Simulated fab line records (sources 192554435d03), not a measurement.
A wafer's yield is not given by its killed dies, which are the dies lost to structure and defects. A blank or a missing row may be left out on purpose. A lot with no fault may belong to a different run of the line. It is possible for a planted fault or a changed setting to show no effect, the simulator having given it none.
Chamber matching + flow n5_finfet + N5_BEOL_M4_CO_CAP_55 on cvd_co-02 has 3 sister chambers
The step material Co, precursor CCTBA/H2, target thk 2 nm, time 102.1 s. 16 wafers are shown with their chamber, then 8 later ones without.

## WAFERS, EACH WITH ITS CHAMBER
| wafer  | chamber | heater_power_w (W) |
|--------|---------|--------------------|
| L467.2 | 2       | 255                |
| L467.5 | 0       | 255                |
| L467.6 | 2       | 254                |
| L472.1 | 2       | 265                |
| L472.2 | 0       | 256                |
| L472.3 | 1       | 241                |
| L477.4 | 1       | 242                |
| L477.5 | 2       | 260                |
| L477.6 | 0       | 259                |
| L478.2 | 2       | 258                |
| L478.4 | 0       | 254                |
| L478.6 | 1       | 244                |
| L480.1 | 1       | 236                |
| L480.2 | 0       | 264                |
| L480.3 | 2       | 261                |
| L485.1 | 2       | 263                |

SIGNATURES (means of the wafers above)
| reading        | chamber 0 | chamber 1 | chamber 2 | scatter within a chamber |
|----------------|-----------|-----------|-----------|--------------------------|
| heater_power_w | 257.60    | 240.75    | 259.43    | 3.9                      |
Rule: distance of a wafer from a chamber = root of the sum over the readings of ((wafer's reading minus chamber's mean) / reading's scatter) squared. The wafer belongs to the nearest chamber; if the next one is less than 2 further off, it can't be placed. How the scatter is found: for the shown wafers, subtract from each reading the mean of its chamber, square and add these, divide the total by (wafers less chambers), then take the root.

## WAFERS WITHOUT THEIR CHAMBER
| wafer  | heater_power_w (W) |
|--------|--------------------|
| L485.4 | 253                |
| L485.6 | 245                |
| L484.2 | 251                |
| L484.4 | 266                |
| L484.6 | 254                |
| L489.2 | 256                |
| L489.4 | 262                |
| L489.5 | 260                |

## CHAMBER TAKEN BY EACH
| wafer  | from the rows above          | in truth |
|--------|------------------------------|----------|
| L485.4 | can't be placed: 0 or 2 or 1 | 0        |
| L485.6 | 1                            | 1        |
| L484.2 | can't be placed: 0 or 2 or 1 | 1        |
| L484.4 | can't be placed: 2 or 0      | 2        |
| L484.6 | can't be placed: 0 or 2      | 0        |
| L489.2 | can't be placed: 0 or 2      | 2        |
| L489.4 | can't be placed: 2 or 0      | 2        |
| L489.5 | can't be placed: 2 or 0      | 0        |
1 of 8 placed correctly. Not placeable from these rows: 7 (in 7, the candidates include the true chamber). Wrongly placed: 0.
